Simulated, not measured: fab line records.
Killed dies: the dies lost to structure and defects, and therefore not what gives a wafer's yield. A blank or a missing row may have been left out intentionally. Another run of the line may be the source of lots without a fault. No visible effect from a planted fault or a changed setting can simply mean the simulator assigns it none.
Matching of chambers -- flow nand harc -- NHARC_A_CONTACT_DEP_85 on pecvd-02: 3 sister chambers
The step deposits SiON, target thk 60 nm. 6 wafers are shown with their chamber, then 8 later ones without.

## WAFERS, EACH WITH ITS CHAMBER
wafer,chamber,heater power w (W)
L126.5,2,633
L129.3,2,631
L137.3,0,785
L137.4,0,810
L137.5,1,852
L138.1,1,894

## WAFERS WITHOUT THEIR CHAMBER
wafer,heater power w (W)
L138.4,641
L138.5,889
L139.3,889
L139.4,889
L139.5,874
L140.1,840
L140.4,848
L140.5,633

## THE CHAMBER EACH PASSED THROUGH
wafer,from the rows above,in truth
L138.4,2,2
L138.5,1,1
L139.3,1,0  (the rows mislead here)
L139.4,1,1
L139.5,1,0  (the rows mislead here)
L140.1,can't be placed: 1 or 0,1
L140.4,can't be placed: 1 or 0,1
L140.5,2,2
Placed correctly: 4 of 8. These rows do not allow placing 2 (true chamber among the candidates in 2). Placed wrongly: 2.
How it was worked out, from the rows above alone: a wafer's distance from a chamber is the root of the sum, over the readings, of the square of ((its reading less the chamber's mean) divided by the reading's scatter). If the next closest chamber is less than 2 further off than the closest, the wafer can't be placed; otherwise it belongs to the closest. The mean given for a chamber averages the wafers shown for that chamber. The scatter: take each reading less its chamber's mean, square it, sum over the shown wafers, divide by the number of wafers less the number of chambers, and take the root.
